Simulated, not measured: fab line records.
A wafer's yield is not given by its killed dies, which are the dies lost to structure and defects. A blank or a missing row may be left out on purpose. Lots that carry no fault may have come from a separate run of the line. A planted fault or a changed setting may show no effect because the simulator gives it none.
Matching of chambers | flow n5_finfet | 4 sister chambers for N5_SD_EPI_P_DESCUM_14 on rie_diel-03
The step chemistry O2, time 7.9 s. 14 wafers are shown with their chamber, then 7 later ones without.

## WAFERS PAIRED WITH THEIR CHAMBERS
wafer  | chamber | showerhead_plenum_p_Torr (Torr) | drypump_motor_current_A (A) | throttle_valve_pct (%)
L678.1 | 1       | 2.13                            | 5.1                         | 20.17
L678.3 | 3       | 2.09                            | 5.5                         | 20.57
L678.4 | 0       | 2.06                            | 6.2                         | 20.45
L682.2 | 2       | 2.17                            | 5.7                         | 20.11
L682.4 | 1       | 2.12                            | 5.2                         | 20.17
L682.5 | 1       | 2.12                            | 5.2                         | 20.18
L683.2 | 1       | 2.12                            | 5.1                         | 20.18
L683.3 | 3       | 2.09                            | 5.4                         | 20.61
L683.6 | 2       | 2.17                            | 5.7                         | 20.12
L688.2 | 3       | 2.09                            | 5.4                         | 20.61
L688.3 | 0       | 2.06                            | 6.2                         | 20.13
L688.5 | 0       | 2.06                            | 6.2                         | 20.14
L689.3 | 3       | 2.08                            | 5.4                         | 20.62
L689.4 | 1       | 2.12                            | 5.1                         | 20.22

SIGNATURES, as means of the wafers listed above
reading                  | chamber 0 | chamber 1 | chamber 2 | chamber 3 | scatter within a chamber
showerhead_plenum_p_Torr | 2.0600    | 2.1220    | 2.1700    | 2.0875    | 0.00394
drypump_motor_current_A  | 6.200     | 5.140     | 5.700     | 5.425     | 0.0442
throttle_valve_pct       | 20.2400   | 20.1840   | 20.1150   | 20.6025   | 0.0833
Rule: for each reading, subtract the chamber's mean from the wafer's reading, divide by that reading's scatter and square the result; add these up over the readings and take the root, which gives the wafer's distance from the chamber. If the next closest chamber is less than 2 further off than the closest, the wafer can't be placed; otherwise it belongs to the closest. How the scatter is found: for the shown wafers, subtract from each reading the mean of its chamber, square and add these, divide the total by (wafers less chambers), then take the root.

## WAFERS WITHOUT THEIR CHAMBER
wafer  | showerhead_plenum_p_Torr (Torr) | drypump_motor_current_A (A) | throttle_valve_pct (%)
L689.5 | 2.16                            | 5.8                         | 20.14
L690.2 | 2.12                            | 5.1                         | 20.21
L690.3 | 2.06                            | 6.2                         | 20.12
L690.4 | 2.08                            | 5.4                         | 20.60
L691.1 | 2.16                            | 5.8                         | 20.15
L691.3 | 2.12                            | 5.1                         | 20.20
L691.6 | 2.16                            | 5.8                         | 20.15

## WHICH CHAMBER EACH ONE RAN IN
wafer  | from the rows above | in truth
L689.5 | 2                   | 2
L690.2 | 1                   | 1
L690.3 | 0                   | 0
L690.4 | 3                   | 3
L691.1 | 2                   | 2
L691.3 | 1                   | 1
L691.6 | 2                   | 2
Placed correctly: 7 of 7. From these rows, 0 cannot be placed. Placed wrongly: 0.
